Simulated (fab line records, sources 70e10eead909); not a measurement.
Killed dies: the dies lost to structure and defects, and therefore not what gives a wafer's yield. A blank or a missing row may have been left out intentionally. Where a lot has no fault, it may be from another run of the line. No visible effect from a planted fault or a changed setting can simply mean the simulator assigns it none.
Which tool did it? | flow nand-harc | 11 lots, 33 wafers sampled, at 5 steps of a route of 1159

## WHAT THE GAUGES READ, wafer by wafer
NHARC_END_SORT_01. Usual: killed-at-array 27, standard deviation 11; killed-at-other 0.7, standard deviation 0.93; killed-at-periphery 2.9, standard deviation 1.9; killed-dies 30, standard deviation 11; killed-open 3.1, standard deviation 1.7; killed-short 1.9, standard deviation 1.3.
lot  | measured     | on        | killed-at-array | killed-at-other | killed-at-periphery | killed-dies | killed-open | killed-short | flag
L278 | day 19 12:53 | prober-02 | 672 670 674     | 1 3 2           | 4 4 1               | 677 677 677 | 2 5 1       | 1 0 1        | OFF
L277 | day 19 13:11 | prober-01 | 672 670 674     | 1 1 0           | 4 6 3               | 677 677 677 | 2 4 2       | 2 1 2        | OFF
L288 | day 22 02:30 | prober-02 | 25 35 30        | 0 0 0           | 1 2 3               | 26 37 33    | 4 3 7       | 0 2 2        |
L291 | day 23 06:32 | prober-02 | 30 23 25        | 2 2 0           | 2 1 1               | 34 26 26    | 4 4 3       | 0 0 3        |

## EACH LOT AND THE TOOL THAT RAN IT (in order: tool; ch and the chambers of the sampled wafers; start)
lot  | NHARC_A_CONTACT_ETCH_122             | NHARC_A_CONTACT_ETCH_123             | NHARC_A_CONTACT_ETCH_90            | NHARC_A_CONTACT_ETCH_102
L276 | har-cap-etch-01 ch 0,1, day 16 06:15 | har-cap-etch-01 ch 0,1, day 16 06:23 | rie-diel-07 ch 0,1,3, day 16 06:56 | rie-diel-04 ch 0,1,3, day 16 07:27
L279 | har-cap-etch-03 ch 0,1, day 16 15:13 | har-cap-etch-03 ch 0,1, day 16 15:23 | rie-diel-04 ch 2,3, day 16 15:55   | rie-diel-08 ch 1,2,3, day 16 16:29
L278 | har-cap-etch-02 ch 0,1, day 16 15:20 | har-cap-etch-02 ch 0,1, day 16 15:25 | rie-diel-04 ch 2,3, day 16 16:02   | rie-diel-04 ch 0,1, day 16 16:37
L277 | har-cap-etch-01 ch 0,1, day 16 21:36 | har-cap-etch-01 ch 0,1, day 16 21:44 | rie-diel-07 ch 0,2,3, day 16 22:19 | rie-diel-07 ch 0,3, day 16 23:12
L280 | har-cap-etch-03 ch 0,1, day 16 22:13 | har-cap-etch-03 ch 0,1, day 16 22:23 | rie-diel-07 ch 0,1, day 16 22:56   | rie-diel-08 ch 0,2, day 16 23:32
L284 | har-cap-etch-03 ch 0,1, day 18 08:14 | har-cap-etch-03 ch 0,1, day 18 08:32 | rie-diel-04 ch 0,1,2, day 18 09:28 | rie-diel-07 ch 2,3, day 18 09:59
L288 | har-cap-etch-01 ch 0,1, day 19 11:58 | har-cap-etch-01 ch 0,1, day 19 12:03 | rie-diel-07 ch 0,1,2, day 19 12:39 | rie-diel-07 ch 1,2,3, day 19 13:12
L289 | har-cap-etch-03 ch 1, day 19 13:46   | har-cap-etch-03 ch 1, day 19 13:52   | rie-diel-07 ch 0,1,3, day 19 14:28 | rie-diel-07 ch 0,2, day 19 14:58
L291 | har-cap-etch-03 ch 0, day 19 21:20   | har-cap-etch-03 ch 0, day 19 21:26   | rie-diel-04 ch 0,2,3, day 19 22:02 | rie-diel-07 ch 1,2,3, day 19 22:41
L294 | har-cap-etch-01 ch 0,1, day 20 09:44 | har-cap-etch-01 ch 0,1, day 20 09:52 | rie-diel-07 ch 0,2,3, day 20 10:24 | rie-diel-07 ch 1,2,3, day 20 11:10
L297 | har-cap-etch-01 ch 0,1, day 21 18:53 | har-cap-etch-01 ch 0,1, day 21 19:01 | rie-diel-07 ch 0,3, day 21 19:34   | rie-diel-07 ch 0,1,3, day 21 20:05
- NHARC_A_CONTACT_ETCH_122: etches the open film in C4F8/O2/Ar, time 95 s, target depth 930 nm.
- NHARC_A_CONTACT_ETCH_123: etches the open film in C4F8/O2/Ar, time 253 s, target depth 1090 nm.
- NHARC_A_CONTACT_ETCH_90: etches the open film in CH3F/O2, target depth 40 nm, time 85.7 s.
- NHARC_A_CONTACT_ETCH_102: etches the open film in CF4/O2, target depth 70 nm, overetch 7 nm, time 38.5 s.

## AS READ BY THE TOOLS THEMSELVES (means over the sampled wafers that have a number; for cases with no such wafer, the mark the record gives instead)
NHARC_A_CONTACT_ETCH_122. Usual: chamber-pressure-mTorr 19.998 mTorr, standard deviation 0.019; oes-air-line-au 0.996 a.u., standard deviation 0.021.
lot  | tool            | chamber-pressure-mTorr (mTorr) | oes-air-line-au (a.u.) | flag
L276 | har-cap-etch-01 | 20.017                         | 1.012                  |
L279 | har-cap-etch-03 | 19.983                         | 0.986                  |
L278 | har-cap-etch-02 | 19.993                         | 1.002                  |
L277 | har-cap-etch-01 | 20.010                         | 0.986                  |
L280 | har-cap-etch-03 | 20.001                         | 1.010                  |
L284 | har-cap-etch-03 | 20.004                         | 0.983                  |
L288 | har-cap-etch-01 | 19.970                         | 1.004                  |
L289 | har-cap-etch-03 | 20.021                         | 1.008                  |
L291 | har-cap-etch-03 | 19.989                         | 0.996                  |
L294 | har-cap-etch-01 | 19.988                         | 0.969                  |
L297 | har-cap-etch-01 | 20.014                         | 0.991                  |

NHARC_A_CONTACT_ETCH_123. Usual: chamber-pressure-mTorr 19.997 mTorr, standard deviation 0.018; oes-air-line-au 1.001 a.u., standard deviation 0.02.
lot  | tool            | chamber-pressure-mTorr (mTorr) | oes-air-line-au (a.u.) | flag
L276 | har-cap-etch-01 | 19.984                         | 1.011                  |
L279 | har-cap-etch-03 | 19.995                         | 0.986                  |
L278 | har-cap-etch-02 | 19.990                         | 1.007                  |
L277 | har-cap-etch-01 | 19.983                         | 0.980                  |
L280 | har-cap-etch-03 | 20.015                         | 1.004                  |
L284 | har-cap-etch-03 | 19.980                         | 0.993                  |
L288 | har-cap-etch-01 | 20.005                         | 1.001                  |
L289 | har-cap-etch-03 | 20.010                         | 1.016                  |
L291 | har-cap-etch-03 | 19.991                         | 1.002                  |
L294 | har-cap-etch-01 | 19.998                         | 0.983                  |
L297 | har-cap-etch-01 | 20.003                         | 1.003                  |

NHARC_A_CONTACT_ETCH_90. Usual: for bias-w, 100.04 W with a standard deviation of 0.26; for ch3f-flow-sccm, 49.98 sccm with a standard deviation of 0.15; for drypump-motor-current-A, 5.5 A with a standard deviation of 0.56; for oes-product-au, 0.94 a.u. with a standard deviation of 0.031; for rf-vpp-V, 244.2 V with a standard deviation of 1.6; for showerhead-plenum-p-Torr, 2.45 Torr with a standard deviation of 0.094; for throttle-valve-pct, 20.663 % with a standard deviation of 0.0091.
lot  | tool        | bias-w (W) | ch3f-flow-sccm (sccm) | drypump-motor-current-A (A) | oes-product-au (a.u.) | rf-vpp-V (V) | showerhead-plenum-p-Torr (Torr) | throttle-valve-pct (%) | flag
L276 | rie-diel-07 | 100.28     | 50.06                 | 5.1                         | 0.93                  | 244.9        | 2.49                            | 20.661                 |
L279 | rie-diel-04 | 99.96      | 49.88                 | 5.8                         | 0.92                  | 243.4        | 2.40                            | 20.673                 |
L278 | rie-diel-04 | -          | -                     | -                           | -                     | -            | -                               | -                      | OFF
L277 | rie-diel-07 | -          | -                     | -                           | -                     | -            | -                               | -                      | OFF
L280 | rie-diel-07 | 99.90      | 49.78                 | 5.1                         | 0.99                  | 245.2        | 2.56                            | 20.670                 |
L284 | rie-diel-04 | 99.98      | 50.09                 | 5.4                         | 0.93                  | 244.1        | 2.44                            | 20.661                 |
L288 | rie-diel-07 | 100.13     | 49.88                 | 5.1                         | 0.92                  | 245.3        | 2.53                            | 20.658                 |
L289 | rie-diel-07 | 100.06     | 49.89                 | 5.1                         | 0.92                  | 244.3        | 2.49                            | 20.662                 |
L291 | rie-diel-04 | 100.00     | 49.97                 | 6.0                         | 0.93                  | 243.9        | 2.41                            | 20.665                 |
L294 | rie-diel-07 | 100.11     | 50.14                 | 5.1                         | 0.94                  | 244.8        | 2.47                            | 20.665                 |
L297 | rie-diel-07 | 100.25     | 49.78                 | 5.2                         | 0.92                  | 243.5        | 2.42                            | 20.663                 |

NHARC_A_CONTACT_ETCH_102. Usual: for bias-w, 99.97 W with a standard deviation of 0.28; for cf4-flow-sccm, 79.95 sccm with a standard deviation of 0.25; for drypump-motor-current-A, 5.3 A with a standard deviation of 0.49; for oes-product-au, 1.000 a.u. with a standard deviation of 0.0068; for rf-vpp-V, 197.8 V with a standard deviation of 1.4; for showerhead-plenum-p-Torr, 1.34 Torr with a standard deviation of 0.052; for throttle-valve-pct, 13.396 % with a standard deviation of 0.0093.
lot  | tool        | bias-w (W) | cf4-flow-sccm (sccm) | drypump-motor-current-A (A) | oes-product-au (a.u.) | rf-vpp-V (V) | showerhead-plenum-p-Torr (Torr) | throttle-valve-pct (%) | flag
L276 | rie-diel-04 | 99.90      | 80.08                | 5.9                         | 1.000                 | 197.4        | 1.32                            | 13.404                 |
L279 | rie-diel-08 | 100.08     | 79.91                | 5.7                         | 1.007                 | 197.7        | 1.32                            | 13.389                 |
L278 | rie-diel-04 | 99.71      | 79.91                | 5.6                         | 1.008                 | 197.3        | 1.35                            | 13.405                 |
L277 | rie-diel-07 | 99.93      | 80.17                | 5.2                         | 0.993                 | 197.8        | 1.34                            | 13.394                 |
L280 | rie-diel-08 | 100.04     | 79.82                | 5.4                         | 1.008                 | 199.0        | 1.36                            | 13.402                 |
L284 | rie-diel-07 | 100.15     | 79.80                | 5.0                         | 1.004                 | 197.8        | 1.32                            | 13.398                 |
L288 | rie-diel-07 | 99.76      | 79.99                | 5.0                         | 0.999                 | 198.5        | 1.35                            | 13.388                 |
L289 | rie-diel-07 | 99.87      | 80.09                | 5.1                         | 1.002                 | 198.8        | 1.37                            | 13.391                 |
L291 | rie-diel-07 | 100.42     | 79.94                | 5.0                         | 0.992                 | 198.1        | 1.35                            | 13.384                 |
L294 | rie-diel-07 | 99.90      | 80.06                | 5.0                         | 0.998                 | 198.4        | 1.35                            | 13.389                 |
L297 | rie-diel-07 | 99.89      | 80.07                | 5.1                         | 1.003                 | 197.4        | 1.35                            | 13.403                 |

## THE ANSWER, worked out from the rows above alone
Rule: a lot counts as off when the mean over its wafers that have a number is more than 3 standard deviations away from the usual mean. A lot without any number at a reading at which 4 lots or more have one is off too. Any other lot the step has rows for is counted as sound. Order of review: gauges by route order, followed by the tools' own readings, for which a lot's mean as printed above is used. The first step at which some lot is off is used, and at that step the reading that is off furthest; a lot without a number counts as furthest.
Off: L278, L277, at NHARC_END_SORT_01 (killed-dies). Neither off nor sound, because the step has no rows for them: L276, L279, L280, L284, L289, L294, L297.
If a tool, at a process step before that reading, ran all the lots that are off and no sound lot after the first of them, it fits. Not tried: the gauges at NHARC_END_SORT_01; whatever is off there is also off at NHARC_A_CONTACT_ETCH_90, on other tools, and gauge error can't account for it. No candidate that was tried fits.

## WHAT THE SIMULATOR HAD PUT IN
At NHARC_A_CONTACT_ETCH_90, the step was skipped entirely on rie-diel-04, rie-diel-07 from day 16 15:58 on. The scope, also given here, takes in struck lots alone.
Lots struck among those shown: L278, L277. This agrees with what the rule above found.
